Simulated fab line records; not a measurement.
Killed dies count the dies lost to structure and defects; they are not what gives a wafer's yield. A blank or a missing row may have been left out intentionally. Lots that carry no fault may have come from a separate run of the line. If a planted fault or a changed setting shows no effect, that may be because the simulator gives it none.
What tool caused it?	flow n5Finfet	24 lots, 72 wafers sampled, at 6 steps of a route of 1938

== WHAT THE GAUGES READ, wafer by wafer ==
N5_GATE_CUT_OVL_MEAS_14. Usual: GATE_CUT_OVL -0.5 nm, standard deviation 0.59.
lot	measured	on	GATE_CUT_OVL (nm)	flag
L074	day 4 17:04	overlay-02	-0.7 -1.2 -0.3	
L075	day 4 23:04	overlay-02	-0.6 -0.2 -1.8	
L076	day 5 04:11	overlay-01	-0.4 -0.8 -0.2	
L077	day 5 05:35	overlay-01	-0.7 -0.6 -1.3	
L078	day 5 11:58	overlay-02	0.0 -0.8 0.0	
L079	day 5 19:51	overlay-02	-0.3 0.3 0.4	
L080	day 6 01:35	overlay-01	-0.4 -0.6 0.1	
L081	day 6 06:16	overlay-02	-0.2 0.2 -0.1	
L082	day 6 13:11	overlay-02	-0.6 -0.6 -0.8	
L083	day 6 16:31	overlay-01	-0.1 -0.4 0.3	
L084	day 7 00:56	overlay-01	-0.7 -0.8 -1.2	
L085	day 7 08:21	overlay-01	-0.7 -0.9 -1.2	
L086	day 7 13:10	overlay-01	-0.1 -0.9 -0.9	
L087	day 7 18:05	overlay-02	-0.2 0.0 0.4	
L088	day 8 02:34	overlay-02	-0.2 -0.7 -0.5	
L089	day 8 07:32	overlay-02	-1.5 -1.8 -0.6	
L090	day 8 09:49	overlay-01	-0.7 -0.8 -0.2	
L091	day 8 17:06	overlay-01	-1.0 0.2 0.4	
L092	day 8 23:40	overlay-02	-0.5 -0.8 -1.2	
L093	day 9 05:08	overlay-01	-1.2 -1.0 -0.8	
L094	day 9 12:38	overlay-01	-1.6 -1.8 -1.4	
L095	day 9 16:34	overlay-01	-0.4 0.4 -0.1	
L096	day 9 22:48	overlay-01	-1.4 -0.6 -0.1	
L097	day 10 04:41	overlay-01	-0.2 -0.3 -0.7	

== TOOL THAT RAN EACH LOT (tool first, then ch and the chambers of the sampled wafers, then the start) ==
lot	N5_HKMG_FIN_STRIP_19	N5_HKMG_FIN_ALD_91	N5_HKMG_FIN_W_FILL_22	N5_GATE_CUT_ETCHBACK_00	N5_GATE_CUT_HM_DEP_46
L074	plasmaAsher-02 ch 0,1, day 4 08:10	aldMetal-02 ch 0,2, day 4 08:32	cvdW-02 ch 0,1, day 4 11:07	rieMetal-02 ch 0,1, day 4 12:05	pecvd-03 ch 1,2, day 4 16:42
L075	plasmaAsher-02 ch 0,1, day 4 15:16	aldMetal-04 ch 0,1,3, day 4 15:39	cvdW-01 ch 0,1, day 4 18:23	rieMetal-03 ch 0,1, day 4 19:15	pecvd-03 ch 0,2, day 4 22:35
L076	plasmaAsher-02 ch 0,1, day 4 20:34	aldMetal-02 ch 0,1,3, day 4 20:57	cvdW-01 ch 0,1, day 4 23:38	rieMetal-01 ch 1, day 5 00:29	pecvd-02 ch 0,2, day 5 03:41
L077	plasmaAsher-02 ch 0,1, day 4 21:39	aldMetal-04 ch 0,1,3, day 4 22:02	cvdW-02 ch 0,1, day 5 00:37	rieMetal-02 ch 0,1, day 5 01:28	pecvd-03 ch 0,1,2, day 5 05:05
L078	plasmaAsher-01 ch 0,1, day 5 04:31	aldMetal-04 ch 1,2,3, day 5 04:54	cvdW-01 ch 0,1, day 5 07:30	rieMetal-02 ch 0,1, day 5 08:21	pecvd-03 ch 0,1, day 5 11:36
L079	plasmaAsher-01 ch 0,1, day 5 12:10	aldMetal-03 ch 0,1,2, day 5 12:33	cvdW-01 ch 0,1, day 5 15:12	rieMetal-02 ch 0,1, day 5 16:03	pecvd-03 ch 0,1, day 5 19:29
L080	plasmaAsher-02 ch 0,1, day 5 17:35	aldMetal-03 ch 0,1,2, day 5 17:58	cvdW-01 ch 0,1, day 5 20:40	rieMetal-02 ch 0,1, day 5 21:32	pecvd-03 ch 0,1,2, day 6 01:05
L081	plasmaAsher-02 ch 0,1, day 5 22:49	aldMetal-03 ch 0,1, day 5 23:05	cvdW-01 ch 0,1, day 6 01:50	rieMetal-03 ch 0,1, day 6 02:43	pecvd-02 ch 0,1,2, day 6 05:55
L082	plasmaAsher-02 ch 0, day 6 05:34	aldMetal-04 ch 0,2, day 6 05:56	cvdW-01 ch 0, day 6 08:31	rieMetal-02 ch 0,1, day 6 09:23	pecvd-04 ch 0,1,2, day 6 12:49
L083	plasmaAsher-02 ch 0,1, day 6 09:02	aldMetal-04 ch 0,1,3, day 6 09:25	cvdW-01 ch 0,1, day 6 11:59	rieMetal-01 ch 0,1, day 6 12:50	pecvd-03 ch 0,1,2, day 6 16:09
L084	plasmaAsher-01 ch 0,1, day 6 17:14	aldMetal-04 ch 0,2,3, day 6 17:37	cvdW-01 ch 0,1, day 6 20:20	rieMetal-02 ch 0,1, day 6 21:11	pecvd-02 ch 0,1,2, day 7 00:26
L085	plasmaAsher-01 ch 0,1, day 7 00:40	aldMetal-03 ch 1,2,3, day 7 01:02	cvdW-01 ch 0,1, day 7 03:46	rieMetal-01 ch 0,1, day 7 04:37	pecvd-03 ch 0,1,2, day 7 07:52
L086	plasmaAsher-02 ch 0,1, day 7 05:32	aldMetal-02 ch 2,3, day 7 05:56	cvdW-01 ch 0,1, day 7 08:35	rieMetal-03 ch 0,1, day 7 09:26	pecvd-02 ch 0,1,2, day 7 12:39
L087	plasmaAsher-02 ch 0,1, day 7 10:30	aldMetal-04 ch 1,2,3, day 7 10:53	cvdW-01 ch 0,1, day 7 13:32	rieMetal-02 ch 0,1, day 7 14:23	pecvd-02 ch 0,1,2, day 7 17:35
L088	plasmaAsher-02 ch 0,1, day 7 18:18	aldMetal-03 ch 0,1,3, day 7 18:34	cvdW-01 ch 0,1, day 7 21:35	rieMetal-03 ch 1, day 7 22:31	pecvd-03 ch 0,1,2, day 8 02:04
L089	plasmaAsher-02 ch 0,1, day 7 23:53	aldMetal-02 ch 0,1, day 8 00:16	cvdW-01 ch 0,1, day 8 03:04	rieMetal-03 ch 0,1, day 8 03:55	pecvd-03 ch 0,1,2, day 8 07:10
L090	plasmaAsher-01 ch 0,1, day 8 02:07	aldMetal-03 ch 0,1,2, day 8 02:31	cvdW-01 ch 0,1, day 8 05:15	rieMetal-03 ch 0,1, day 8 06:07	pecvd-03 ch 1,2, day 8 09:19
L091	plasmaAsher-01 ch 0,1, day 8 09:31	aldMetal-04 ch 1,2, day 8 09:54	cvdW-01 ch 0,1, day 8 12:31	rieMetal-03 ch 0,1, day 8 13:22	pecvd-02 ch 0,1,2, day 8 16:44
L092	plasmaAsher-02 ch 0,1, day 8 16:23	aldMetal-02 ch 1,3, day 8 16:39	cvdW-02 ch 0,1, day 8 19:14	rieMetal-02 ch 0,1, day 8 20:07	pecvd-04 ch 0,1,2, day 8 23:17
L093	plasmaAsher-01 ch 0,1, day 8 21:37	aldMetal-03 ch 0,1,3, day 8 21:59	cvdW-02 ch 1, day 9 00:34	rieMetal-02 ch 0,1, day 9 01:26	pecvd-03 ch 0,1,2, day 9 04:38
L094	plasmaAsher-01 ch 0,1, day 9 05:04	aldMetal-04 ch 0,1,3, day 9 05:28	cvdW-01 ch 0,1, day 9 08:11	rieMetal-02 ch 0,1, day 9 09:03	pecvd-03 ch 0,1,2, day 9 12:16
L095	plasmaAsher-01 ch 0,1, day 9 09:08	aldMetal-02 ch 0,1,2, day 9 09:32	cvdW-01 ch 0,1, day 9 12:07	rieMetal-01 ch 1, day 9 12:59	pecvd-02 ch 0,2, day 9 16:11
L096	plasmaAsher-02 ch 0,1, day 9 15:31	aldMetal-04 ch 2,3, day 9 15:47	cvdW-01 ch 0,1, day 9 18:22	rieMetal-01 ch 0,1, day 9 19:15	pecvd-04 ch 0,1,2, day 9 22:26
L097	plasmaAsher-01 ch 0,1, day 9 21:08	aldMetal-03 ch 0,2,3, day 9 21:31	cvdW-02 ch 0,1, day 10 00:07	rieMetal-02 ch 0,1, day 10 00:58	pecvd-02 ch 1,2, day 10 04:11
- N5_HKMG_FIN_STRIP_19: strips in N2/H2, time 360 s.
- N5_HKMG_FIN_ALD_91: deposits TiN, target thk 1 nm, pulse time 1 s, purge time 3 s.
- N5_HKMG_FIN_W_FILL_22: material W, target thk 60 nm, time 18.2 s.
- N5_GATE_CUT_ETCHBACK_00: etches W in SF6/Cl2.
- N5_GATE_CUT_HM_DEP_46: deposits SiO2 from TEOS/O2, target thk 130 nm, time 26.6 s.

== WHAT THE TOOLS THEMSELVES READ (means of the sampled wafers that have a number; where no wafer has one, the mark that the record gives instead) ==
N5_HKMG_FIN_STRIP_19. Usual: drypumpMotorCurrentA 5.4 A, standard deviation 0.45; h2FlowSccm 3250 sccm, standard deviation 9.6; heaterPowerW 480 W, standard deviation 65; n2FlowSccm 1750 sccm, standard deviation 5.
lot	tool	drypumpMotorCurrentA (A)	h2FlowSccm (sccm)	heaterPowerW (W)	n2FlowSccm (sccm)	flag
L074	plasmaAsher-02	5.4	3251	523	1751	
L075	plasmaAsher-02	5.1	3250	473	1749	
L076	plasmaAsher-02	5.2	3260	469	1753	
L077	plasmaAsher-02	5.4	3257	523	1751	
L078	plasmaAsher-01	5.5	3259	452	1748	
L079	plasmaAsher-01	5.8	3245	465	1749	
L080	plasmaAsher-02	5.2	3260	466	1753	
L081	plasmaAsher-02	5.1	3248	477	1749	
L082	plasmaAsher-02	4.9	3247	418	1752	
L083	plasmaAsher-02	5.2	3261	468	1749	
L084	plasmaAsher-01	5.5	3239	452	1747	
L085	plasmaAsher-01	5.7	3253	464	1750	
L086	plasmaAsher-02	5.2	3242	475	1753	
L087	plasmaAsher-02	5.2	3249	472	1750	
L088	plasmaAsher-02	5.4	3250	517	1745	
L089	plasmaAsher-02	5.5	3244	519	1757	
L090	plasmaAsher-01	5.7	3247	467	1753	
L091	plasmaAsher-01	5.7	3245	462	1752	
L092	plasmaAsher-02	5.2	3244	476	1742	
L093	plasmaAsher-01	5.8	3259	458	1751	
L094	plasmaAsher-01	5.7	3243	462	1745	
L095	plasmaAsher-01	5.7	3252	464	1752	
L096	plasmaAsher-02	5.4	3251	523	1754	
L097	plasmaAsher-01	5.7	3245	463	1753	

N5_HKMG_FIN_ALD_91. Usual: heaterPowerW 897 W, standard deviation 88; precursorPulseHeightRel 1.000, standard deviation 0.02.
lot	tool	heaterPowerW (W)	precursorPulseHeightRel	flag
L074	aldMetal-02	887	1.009	
L075	aldMetal-04	940	1.022	
L076	aldMetal-02	840	1.000	
L077	aldMetal-04	940	0.979	
L078	aldMetal-04	897	1.012	
L079	aldMetal-03	866	0.985	
L080	aldMetal-03	870	0.993	
L081	aldMetal-03	937	0.992	
L082	aldMetal-04	912	1.001	
L083	aldMetal-04	942	0.990	
L084	aldMetal-04	903	0.990	
L085	aldMetal-03	961	1.000	
L086	aldMetal-02	805	0.987	
L087	aldMetal-04	876	0.999	
L088	aldMetal-03	964	1.004	
L089	aldMetal-02	868	0.992	
L090	aldMetal-03	870	1.001	
L091	aldMetal-04	870	1.002	
L092	aldMetal-02	790	0.996	
L093	aldMetal-03	955	1.006	
L094	aldMetal-04	941	1.012	
L095	aldMetal-02	856	0.995	
L096	aldMetal-04	919	1.019	
L097	aldMetal-03	881	1.001	

N5_HKMG_FIN_W_FILL_22. Usual: heaterPowerW 956 W, standard deviation 44; throttleValvePct 19.9 %, standard deviation 0.32.
lot	tool	heaterPowerW (W)	throttleValvePct (%)	flag
L074	cvdW-02	882	19.5	
L075	cvdW-01	988	19.9	
L076	cvdW-01	969	19.8	
L077	cvdW-02	872	19.5	
L078	cvdW-01	960	19.9	
L079	cvdW-01	962	19.8	
L080	cvdW-01	958	19.9	
L081	cvdW-01	980	20.1	
L082	cvdW-01	963	20.1	
L083	cvdW-01	972	20.0	
L084	cvdW-01	957	20.0	
L085	cvdW-01	981	20.0	
L086	cvdW-01	997	19.9	
L087	cvdW-01	964	20.0	
L088	cvdW-01	999	20.0	
L089	cvdW-01	989	19.9	
L090	cvdW-01	966	20.2	
L091	cvdW-01	997	19.9	
L092	cvdW-02	877	19.4	
L093	cvdW-02	881	19.6	
L094	cvdW-01	965	20.3	
L095	cvdW-01	965	20.1	
L096	cvdW-01	978	20.1	
L097	cvdW-02	895	19.4	

N5_GATE_CUT_ETCHBACK_00. Usual: chamberPressureMTorr 8.000 mTorr, standard deviation 0.0071; drypumpMotorCurrentA 5.87 A, standard deviation 0.25; oesProductAu 0.84 a.u., standard deviation 0.094; throttleValvePct 27.48 %, standard deviation 0.11.
lot	tool	chamberPressureMTorr (mTorr)	drypumpMotorCurrentA (A)	oesProductAu (a.u.)	throttleValvePct (%)	flag
L074	rieMetal-02	7.999	5.68	0.91	27.44	
L075	rieMetal-03	8.001	5.99	0.92	27.55	
L076	rieMetal-01	7.998	5.90	0.67	27.51	
L077	rieMetal-02	7.999	5.84	0.92	27.48	
L078	rieMetal-02	8.001	5.83	0.91	27.49	
L079	rieMetal-02	7.999	5.66	0.89	27.44	
L080	rieMetal-02	8.001	5.66	0.89	27.46	
L081	rieMetal-03	8.006	5.90	0.91	27.44	
L082	rieMetal-02	7.999	5.67	0.88	27.45	
L083	rieMetal-01	7.996	6.15	0.67	27.47	
L084	rieMetal-02	8.002	5.84	0.89	27.49	
L085	rieMetal-01	7.995	6.01	0.66	27.50	
L086	rieMetal-03	7.998	5.91	0.89	27.44	
L087	rieMetal-02	7.996	5.66	0.87	27.45	
L088	rieMetal-03	8.001	5.82	0.89	27.32	
L089	rieMetal-03	8.003	5.98	0.87	27.57	
L090	rieMetal-03	8.007	5.96	0.88	27.57	
L091	rieMetal-03	8.000	5.91	0.88	27.45	
L092	rieMetal-02	7.996	5.86	0.87	27.50	
L093	rieMetal-02	7.995	5.67	0.84	27.47	
L094	rieMetal-02	8.000	5.68	0.85	27.47	
L095	rieMetal-01	7.996	5.86	0.64	27.52	
L096	rieMetal-01	8.005	6.02	0.66	27.50	
L097	rieMetal-02	8.003	5.84	0.85	27.51	

N5_GATE_CUT_HM_DEP_46. Usual: heaterPowerW 556 W, standard deviation 86; showerheadPlenumPTorr 8.342 Torr, standard deviation 0.02; throttleValvePct 18.7 %, standard deviation 0.71.
lot	tool	heaterPowerW (W)	showerheadPlenumPTorr (Torr)	throttleValvePct (%)	flag
L074	pecvd-03	545	8.346	18.8	
L075	pecvd-03	589	8.345	18.4	
L076	pecvd-02	615	8.348	18.9	
L077	pecvd-03	556	8.332	18.8	
L078	pecvd-03	479	8.347	19.0	
L079	pecvd-03	551	8.341	18.3	
L080	pecvd-03	554	8.352	18.7	
L081	pecvd-02	560	8.337	18.7	
L082	pecvd-04	506	8.336	18.5	
L083	pecvd-03	573	8.350	18.7	
L084	pecvd-02	594	8.344	18.7	
L085	pecvd-03	568	8.343	18.6	
L086	pecvd-02	546	8.339	18.8	
L087	pecvd-02	618	8.338	18.8	
L088	pecvd-03	576	8.340	18.6	
L089	pecvd-03	562	8.354	18.8	
L090	pecvd-03	478	8.342	19.2	
L091	pecvd-02	547	8.331	18.8	
L092	pecvd-04	483	8.330	18.5	
L093	pecvd-03	517	8.357	18.5	
L094	pecvd-03	545	8.353	18.9	
L095	pecvd-02	559	8.324	18.2	
L096	pecvd-04	552	8.337	18.5	
L097	pecvd-02	559	8.318	18.7	

== THE ANSWER, worked out from the rows above alone ==
Rule: lot off if the mean of its wafers having a number is beyond 3 standard deviations from the usual mean. A lot without any number at a reading at which 4 lots or more have one is off too. Where the step has rows for the other lots, those lots are counted as sound. First the gauges in route order, then the tools' own readings, where a lot's mean is used as printed above. At the first step where some lot is off, the reading lying furthest off is the one used; lots without a number count as furthest.
No lot is off at any reading shown: from this, nothing can be told.

== WHAT THE SIMULATOR PUT IN ==
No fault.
